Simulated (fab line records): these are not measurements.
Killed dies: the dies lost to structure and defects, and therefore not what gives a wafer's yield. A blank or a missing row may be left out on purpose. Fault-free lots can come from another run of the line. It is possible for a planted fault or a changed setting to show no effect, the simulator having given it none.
fab line records    flow n5-finfet
record: lots: 7  wafers: 39
route steps=1938 shown BEOL_M0_SAQP@676 BEOL_M0_CUTY@711 BEOL_M0@715 BEOL_M9@1440
start-h: the number of hours between the record's first day and the start of the first shown wafer of the lot    wait-h: time in hours since the lot's previous step    " repeats the value in the row above    L1.1+2: several wafers, shown together as one row    - no value present, or no start provided    * or withheld: withheld    < > ~ a bound
route shown NAME@n: NAME is a module with steps in the file, n the number in the route of the first one    usual: mean/standard deviation of fault-free wafers    same: alike in all rows    chamber/n: place in a boat    sites: the reading at each site    _std_site: standard deviation across them    _edge_site: outer sites' mean less inner sites'    radius-mm: for every site, how far away it sits from the centre of the wafer    mask NAME#n: copy n    behind: the last tool/chamber to shape the wafer    hold: why the lot was held/for how many hours/how that ended    device: the n, p or np transistor that did not switch    end of line: the tests these same wafers got at the end of their route    for a step that has no rows: nothing shown but its recipe    killed: not the wafer's yield, but the dies lost to structure and defects at the first sort    map: a wafer's dies, marking killed ones x, the rest . and places with no die _
set.NAME: the run value of the setting; set.NAME@STEP: its run value at that earlier step    model.NAME: the simulator's own value behind a step, which no gauge read
lots whose settings were changed on purpose; a table a step, a row a wafer
== steps ==
step: N5_BEOL_M0_SAQP_SPACER2_ALD_26
recipe: material: SiO2  target-thk-a: 150  temp-c: 300  ald-precursor-family: BDEAS  ald-co-reactant: O2-plasma  pulse-time-s: 1  purge-time-s: 2  co-reactant-purge-time-s: 2  pressure-torr: 2
lot.wafer         tool        chamber      start-h  wait-h  set.target-thk-a  model.SiO2_of_BEOL_M0_SAQP_SPACER2_ALD_26.thk-nm
L077.1+2+3+4+5+6  ald-sin-02  1,3,2,0,2,3  125.67   0.4     150               15
L078.1+2+4        ald-sin-04  3,0,1        139.01   0.1     150               15
L078.3+5+6        "           2,2,3        "        "       82.24             8.2
L080.1+6          ald-sin-04  2,1          143.75   0.1     150               15
L080.2+3+4        "           0,1,3        "        "       85.54             8.6
L080.5            "           0            "        "       150               15.2
L082.1+5+6        ald-sin-02  1,1,2        156.68   0.1     120.6             12.2
L082.2+3+4        "           0,3,2        "        "       150               15
L084.1            ald-sin-01  1            181.92   0.8     150               15
L084.2            "           3            "        "       116.3             11.8
L084.3+5          "           2,0          "        "       150               15.2
L084.4+6          "           0,1          "        "       116.3             11.6
L094.3+5+6        ald-sin-04  3,3,0        232.60   0.1     150               15
L096.1+3+4+5+6    ald-sin-02  3,1,2,2,3    250.03   0.3     150               15
L096.2            "           0            "        "       150               14.8
step: N5_BEOL_M0_SAQP_SPACER2_ETCHBACK_27
recipe: chemistry: CHF3/O2  mode: anisotropic-etchback  target: SiO2  target-depth-a: 225  time-s: 11.25  pressure-mtorr: 30  source-w: 650  bias-w: 170  Ar_flow_sccm: 200  CHF3_flow_sccm: 50  O2_flow_sccm: 5  ion-energy-ev: 200
step: N5_BEOL_M0_SAQP_MANDREL2_REMOVE_110
recipe: chemistry: HBr/Cl2/O2  bt-time-s: 10  target: a-Si  stop-on: SiCN  endpoint: OES-SiCl  over-etch-frac: 1  icp-w: 600  bias-w: 30  HBr_flow_sccm: 150  Cl2_flow_sccm: 80  O2_flow_sccm: 5  pressure-mtorr: 10
lot.wafer         tool       chamber      start-h  wait-h  set.target-thk-a@BEOL_M0_SAQP_SPACER2_ALD_26  model.BEOL_M0_SAQP.cd-nm
L077.1+2+3+4+5+6  rie-si-02  0,2,1,3,0,3  126.30   0.1     150                                           15
L078.1+2          rie-si-01  3,1          139.65   0.1     150                                           15
L078.3+5+6        "          0,1,3        "        "       82.24                                         8.2
L078.4            "          0            "        "       150                                           15.2
L080.1+6          rie-si-02  0,2          144.39   0.1     150                                           15
L080.2+3+4        "          3,2,1        "        "       85.54                                         8.6
L080.5            "          1            "        "       150                                           15.2
L082.1+5+6        rie-si-01  1,0,1        157.32   0.1     120.6                                         12.2
L082.2+3+4        "          2,0,3        "        "       150                                           15
L084.1+5          rie-si-04  2            182.59   0.1     150                                           15.2
L084.2+4+6        "          1,0,1        "        "       116.3                                         11.8
L084.3            "          3            "        "       150                                           15
L094.3+5          rie-si-04  3,0          233.25   0.1     150                                           15
L094.6            "          3            "        "       150                                           14.8
L096.1+2+3+5+6    rie-si-02  0,1,3,2,1    250.67   0.1     150                                           15
L096.4            "          2            "        "       150                                           14.8
step: N5_BEOL_M0_SAQP_CD_MEAS_29
recipe: target-cd-nm: 14.4  landing-energy-ev: 1000  detector: se-inlens
usual: cd-nm: 15.04/0.23
lot.wafer  tool       chamber  start-h  wait-h  set.target-thk-a@BEOL_M0_SAQP_SPACER2_ALD_26  cd-nm
L077.1     cd-sem-01  0        126.41   0.1     150                                           14.77
L077.2     "          0        "        "       150                                           14.90
L077.3     "          0        "        "       150                                           14.90
L077.4     "          0        "        "       150                                           14.76
L077.5     "          0        "        "       150                                           14.75
L077.6     "          0        "        "       150                                           14.81
L078.1     cd-sem-01  0        139.76   0.1     150                                           15.08
L078.2     "          0        "        "       150                                           15.19
L078.3     "          0        "        "       82.24                                         8.41
L078.4     "          0        "        "       150                                           15.21
L078.5     "          0        "        "       82.24                                         8.27
L078.6     "          0        "        "       82.24                                         8.23
L080.1     cd-sem-03  0        144.50   0.1     150                                           15.10
L080.2     "          0        "        "       85.54                                         8.41
L080.3     "          0        "        "       85.54                                         8.65
L080.4     "          0        "        "       85.54                                         8.62
L080.5     "          0        "        "       150                                           15.20
L080.6     "          0        "        "       150                                           14.95
L082.1     cd-sem-01  0        157.43   0.1     120.6                                         12.30
L082.2     "          0        "        "       150                                           15.16
L082.3     "          0        "        "       150                                           14.99
L082.4     "          0        "        "       150                                           15.00
L082.5     "          0        "        "       120.6                                         12.56
L082.6     "          0        "        "       120.6                                         12.18
L084.1     cd-sem-02  0        182.70   0.1     150                                           15.41
L084.2     "          0        "        "       116.3                                         11.93
L084.3     "          0        "        "       150                                           15.43
L084.4     "          0        "        "       116.3                                         12.05
L084.5     "          0        "        "       150                                           15.03
L084.6     "          0        "        "       116.3                                         11.65
L094.3     cd-sem-02  0        233.36   0.1     150                                           15.19
L094.5     "          0        "        "       150                                           15.07
L094.6     "          0        "        "       150                                           15.34
L096.1     cd-sem-02  0        250.78   0.1     150                                           15.50
L096.2     "          0        "        "       150                                           14.84
L096.3     "          0        "        "       150                                           15.04
L096.4     "          0        "        "       150                                           15.01
L096.5     "          0        "        "       150                                           14.77
L096.6     "          0        "        "       150                                           15.06
step: N5_BEOL_M0_SAQP_COAT_69
recipe: resist: SOC  temp-c: 250  time-s: 60  spin-rpm: 1500  resist-thk-nm: 90
step: N5_BEOL_M0_SAQP_COAT_72
recipe: resist: SiARC  temp-c: 220  time-s: 60  spin-rpm: 1500  resist-thk-nm: 15
step: N5_BEOL_M0_CUTY_DESCUM_61
recipe: chemistry: O2  time-s: 7.9  source-power-w: 50  bias-power-w: 20  pressure-mtorr: 20  rf-frequency-hz: 2.712e+07  temp-c: 40  resist: CAR-ArF-block  o2-flow-sccm: 225
step: N5_BEOL_M0_CUTY_ETCH_62
recipe: chemistry: CF4  target: SiARC  mask-material: CAR-ArF-block  time-s: 58.5  ion-energy-ev: 80  pressure-mtorr: 40  source-w: 545  bias-w: 36  Ar_flow_sccm: 100  cf4-flow-sccm: 100  ends: cleared
step: N5_BEOL_M0_CUTY_ETCH_63
recipe: chemistry: N2/H2  target: SOC  target-depth-a: 827  overetch-a: 165  mask-material: SiARC  temp-c: 40  ion-energy-ev: 200  time-s: 124  pressure-mtorr: 30  source-w: 840  bias-w: 150  n2-flow-sccm: 200  h2-flow-sccm: 200
lot.wafer       tool         chamber    start-h  wait-h  set.target-thk-a@BEOL_M0_SAQP_SPACER2_ALD_26  model.SiO2_of_BEOL_M0_SAQP_SPACER2_ALD_26.thk-nm
L077.1+4+5      rie-diel-02  1,3,1      128.60   0.0     150                                           7
L077.2+3+6      "            3,1,3      "        "       150                                           7.2
L078.1+2+4      rie-diel-01  3,0,1      142.34   0.0     150                                           7.2
L078.3+5+6      "            2,0,3      "        "       82.24                                         1.8
L080.1          rie-diel-01  1          146.53   0.0     150                                           7
L080.2+3+4      "            2,3,3      "        "       85.54                                         2
L080.5+6        "            1,2        "        "       150                                           7.2
L082.1+5+6      rie-diel-01  2,2,1      160.72   0.0     120.6                                         4.2
L082.2+3+4      "            1,3,3      "        "       150                                           7.2
L084.1          rie-diel-02  0          184.68   0.0     150                                           7
L084.2+4+6      "            1,3,3      "        "       116.3                                         3.8
L084.3+5        "            2,0        "        "       150                                           7.2
L094.3+5        rie-diel-03  0,3        235.35   0.0     150                                           7.2
L094.6          "            0          "        "       150                                           7
L096.1          rie-diel-03  1          253.76   0.0     150                                           7.2
L096.2+3+4+5+6  "            2,3,0,1,2  "        "       150                                           7
step: N5_BEOL_M0_CUTY_STRIP_64
recipe: chemistry: N2/H2  temp-c: 40  n2-flow-sccm: 200  h2-flow-sccm: 200  rf-frequency-hz: 6e+07
step: N5_BEOL_M0_ETCH_138
recipe: chemistry: CH3F/O2  target-depth-a: 120  target: SiCN  time-s: 31.6  ion-energy-ev: 120  pressure-mtorr: 30  source-w: 395  bias-w: 75  Ar_flow_sccm: 150  CH3F_flow_sccm: 30  O2_flow_sccm: 20  ends: cleared
lot.wafer       tool         chamber    start-h  wait-h  set.target-thk-a@BEOL_M0_SAQP_SPACER2_ALD_26  model.SiO2_of_BEOL_M0_SAQP_SPACER2_ALD_26.thk-nm
L077.1+4        rie-diel-02  1,3        128.78   0.0     150                                           5
L077.2+3+5+6    "            3,1,1,3    "        "       150                                           5.2
L078.1+2+4      rie-diel-01  3,0,1      142.47   0.0     150                                           5.2
L078.3+5+6      "            2,0,3      "        "       82.24                                         0.8
L080.1+5+6      rie-diel-01  1,1,2      146.65   0.0     150                                           5.2
L080.2+3+4      "            2,3,3      "        "       85.54                                         1
L082.1+5+6      rie-diel-01  2,2,1      160.84   0.0     120.6                                         2.4
L082.2+3+4      "            1,3,3      "        "       150                                           5.2
L084.1          rie-diel-02  0          184.81   0.0     150                                           5
L084.2          "            1          "        "       116.3                                         2
L084.3          "            2          "        "       150                                           5.4
L084.4+6        "            3          "        "       116.3                                         1.8
L084.5          "            0          "        "       150                                           5.2
L094.3+5        rie-diel-03  0,3        235.48   0.0     150                                           5.2
L094.6          "            0          "        "       150                                           5
L096.1          rie-diel-03  1          253.88   0.0     150                                           5.2
L096.2+3+4+5+6  "            2,3,0,1,2  "        "       150                                           5
step: N5_BEOL_M0_HM_OPEN_105
recipe: chemistry: Cl2/BCl3  target-depth-a: 120  target: TiN  ion-energy-ev: 150  pressure-mtorr: 10  icp-w: 1000  bias-w: 126  Cl2_flow_sccm: 53.25  bcl3-flow-sccm: 21.75  Ar_flow_sccm: 25
lot.wafer     tool          chamber  start-h  wait-h  set.target-thk-a@BEOL_M0_SAQP_SPACER2_ALD_26  model.SiO2_of_BEOL_M0_SAQP_SPACER2_ALD_26.thk-nm
L077.1+4      rie-metal-02  1,0      128.94   0.1     150                                           2.6
L077.2+3+5+6  "             0,1,1,0  "        "       150                                           2.8
L078.1+2+4    rie-metal-01  1,0,0    142.78   0.3     150                                           2.8
L078.3+5+6    "             1,0,1    "        "       82.24                                         0.4
L080.1+6      rie-metal-03  0        146.97   0.3     150                                           2.6
L080.2+3+4    "             1,0,1    "        "       85.54                                         0.4
L080.5        "             1        "        "       150                                           2.8
L082.1+5+6    rie-metal-03  1,1,0    161.06   0.2     120.6                                         1.2
L082.2+3+4    "             0,0,1    "        "       150                                           2.8
L084.1        rie-metal-03  1        186.34   1.5     150                                           2.6
L084.2+4      "             0        "        "       116.3                                         1
L084.3+5      "             1,0      "        "       150                                           2.8
L084.6        "             1        "        "       116.3                                         0.8
L094.3        rie-metal-02  1        237.62   2.1     150                                           3
L094.5        "             1        "        "       150                                           2.8
L094.6        "             0        "        "       150                                           2.6
L096.1        rie-metal-02  1        262.51   8.6     150                                           2.8
L096.2        "             0        "        "       150                                           2.4
L096.3+4+5+6  "             1,0,1,0  "        "       150                                           2.6
step: N5_BEOL_M9_ETCH_66
recipe: chemistry: N2/H2  target: SOC  target-depth-a: 800  overetch-a: 160  mask-material: SiARC  temp-c: 40  time-s: 120  ion-energy-ev: 200  pressure-mtorr: 30  source-w: 840  bias-w: 150  n2-flow-sccm: 200  h2-flow-sccm: 200
lot.wafer     tool         chamber  start-h  wait-h  set.target-depth-a  model.SiARC_of_BEOL_M9_COAT_64.thk-nm
L077.1        rie-diel-05  3        214.07   0.0     442.7               8.4
L077.2+6      "            1,2      "        "       800                 6.4
L077.3        "            0        "        "       800                 6.6
L077.4+5      "            2,3      "        "       442.7               8.6
L078.1+4+6    rie-diel-06  3,3,2    224.13   0.0     800                 6.4
L078.2        "            1        "        "       1172                4.6
L078.3+5      "            2,1      "        "       1172                4.4
L080.1        rie-diel-04  2        233.23   0.0     1091                4.6
L080.2+6      "            0        "        "       1091                4.4
L080.3+5      "            1,3      "        "       800                 6.4
L080.4        "            3        "        "       800                 6.6
L082.1+3      rie-diel-04  2,0      242.40   0.0     800                 6.4
L082.2+4+5    "            1,3,1    "        "       1178                4.2
L082.6        "            0        "        "       800                 6.2
L084.1+3      rie-diel-06  3,2      272.47   0.0     800                 6.4
L084.2+5      "            0        "        "       1270                3.4
L084.4        "            1        "        "       800                 6.6
L084.6        "            1        "        "       1270                3.8
L094.3+5+6    rie-diel-05  2,3,2    330.50   0.0     800                 6.6
L096.1+3+5+6  rie-diel-04  2,0,0,2  361.09   0.0     800                 6.4
L096.2+4      "            3        "        "       800                 6.6
== key ==
split: step: N5_BEOL_M0_SAQP_SPACER2_ALD_26  setting: target-thk-a  stated: 150  by: wafer
response: step: N5_BEOL_M0_SAQP_SPACER2_ALD_26  reading: model.SiO2_of_BEOL_M0_SAQP_SPACER2_ALD_26.thk-nm  change: +0.15  per: 1%  r: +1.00
response: step: N5_BEOL_M0_SAQP_MANDREL2_REMOVE_110  reading: model.BEOL_M0_SAQP.cd-nm  change: +0.15  per: 1%  r: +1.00
response: step: N5_BEOL_M0_SAQP_CD_MEAS_29  reading: cd-nm  change: +0.151  per: 1%  r: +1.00
response: step: N5_BEOL_M0_CUTY_ETCH_63  reading: model.SiO2_of_BEOL_M0_SAQP_SPACER2_ALD_26.thk-nm  change: +0.125  per: 1%  r: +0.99
response: step: N5_BEOL_M0_ETCH_138  reading: model.SiO2_of_BEOL_M0_SAQP_SPACER2_ALD_26.thk-nm  change: +0.107  per: 1%  r: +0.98
response: step: N5_BEOL_M0_HM_OPEN_105  reading: model.SiO2_of_BEOL_M0_SAQP_SPACER2_ALD_26.thk-nm  change: +0.0581  per: 1%  r: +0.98
split: step: N5_BEOL_M9_ETCH_66  setting: target-depth-a  stated: 800  by: wafer
response: step: N5_BEOL_M9_ETCH_66  reading: model.SiARC_of_BEOL_M9_COAT_64.thk-nm  change: -0.0473  per: 1%  r: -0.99
